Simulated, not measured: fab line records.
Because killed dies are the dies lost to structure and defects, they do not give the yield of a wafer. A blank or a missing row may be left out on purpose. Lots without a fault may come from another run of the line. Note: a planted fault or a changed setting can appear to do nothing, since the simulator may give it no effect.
Chamber matching | flow nandHarc | NHARC_P_CONTACT_STRIP_28 on rieDiel-01: 4 sister chambers
The step strips in O2. 18 wafers are shown with their chamber, then 9 later ones without.

## WAFERS WITH THEIR CHAMBER
wafer  | chamber | showerheadPlenumPTorr (Torr) | drypumpMotorCurrentA (A) | rfVppV (V)
L076.1 | 0       | 3.43                         | 5.2                      | 55.9
L076.4 | 1       | 3.32                         | 5.1                      | 57.7
L076.6 | 0       | 3.43                         | 5.2                      | 56.6
L078.3 | 2       | 3.74                         | 5.8                      | 60.1
L078.4 | 1       | 3.32                         | 5.2                      | 58.9
L078.6 | 0       | 3.43                         | 5.2                      | 58.1
L084.2 | 1       | 3.32                         | 5.2                      | 57.1
L084.3 | 3       | 3.34                         | 6.2                      | 57.4
L084.6 | 1       | 3.32                         | 5.1                      | 60.5
L087.2 | 3       | 3.34                         | 6.1                      | 57.3
L087.3 | 0       | 3.43                         | 5.2                      | 57.3
L087.6 | 3       | 3.34                         | 6.2                      | 57.4
L090.2 | 1       | 3.31                         | 5.1                      | 57.3
L090.3 | 2       | 3.74                         | 5.8                      | 59.7
L090.6 | 1       | 3.31                         | 5.1                      | 57.3
L092.3 | 1       | 3.31                         | 5.1                      | 57.5
L092.4 | 0       | 3.42                         | 5.2                      | 57.0
L092.5 | 0       | 3.42                         | 5.2                      | 56.5

SIGNATURES (means of the wafers above)
reading               | chamber 0 | chamber 1 | chamber 2 | chamber 3 | scatter within a chamber
showerheadPlenumPTorr | 3.4267    | 3.3157    | 3.7400    | 3.3400    | 0.00467
drypumpMotorCurrentA  | 5.200     | 5.129     | 5.800     | 6.167     | 0.0387
rfVppV                | 56.900    | 58.043    | 59.900    | 57.367    | 0.931
Rule: a wafer's distance from a chamber is the root of the sum, over the readings, of the square of ((its reading less the chamber's mean) divided by the reading's scatter). The wafer belongs to the nearest chamber; if the next one is less than 2 further off, it can't be placed. The scatter: take each reading less its chamber's mean, square it, sum over the shown wafers, divide by the number of wafers less the number of chambers, and take the root.

## WAFERS WITHOUT THEIR CHAMBER
wafer  | showerheadPlenumPTorr (Torr) | drypumpMotorCurrentA (A) | rfVppV (V)
L093.2 | 3.31                         | 5.2                      | 57.6
L093.3 | 3.42                         | 5.2                      | 57.4
L093.4 | 3.31                         | 5.1                      | 57.6
L096.1 | 3.34                         | 6.2                      | 56.3
L096.4 | 3.31                         | 5.1                      | 57.4
L096.5 | 3.34                         | 6.2                      | 59.5
L097.1 | 3.42                         | 5.2                      | 57.0
L097.3 | 3.74                         | 5.8                      | 57.4
L097.5 | 3.34                         | 6.2                      | 56.2

## CHAMBER TAKEN BY EACH
wafer  | from the rows above | in truth
L093.2 | 1                   | 1
L093.3 | 0                   | 0
L093.4 | 1                   | 1
L096.1 | 3                   | 3
L096.4 | 1                   | 1
L096.5 | 3                   | 3
L097.1 | 0                   | 0
L097.3 | 2                   | 2
L097.5 | 3                   | 3
9 of 9 placed correctly. From these rows, 0 cannot be placed. Number placed wrongly: 0.
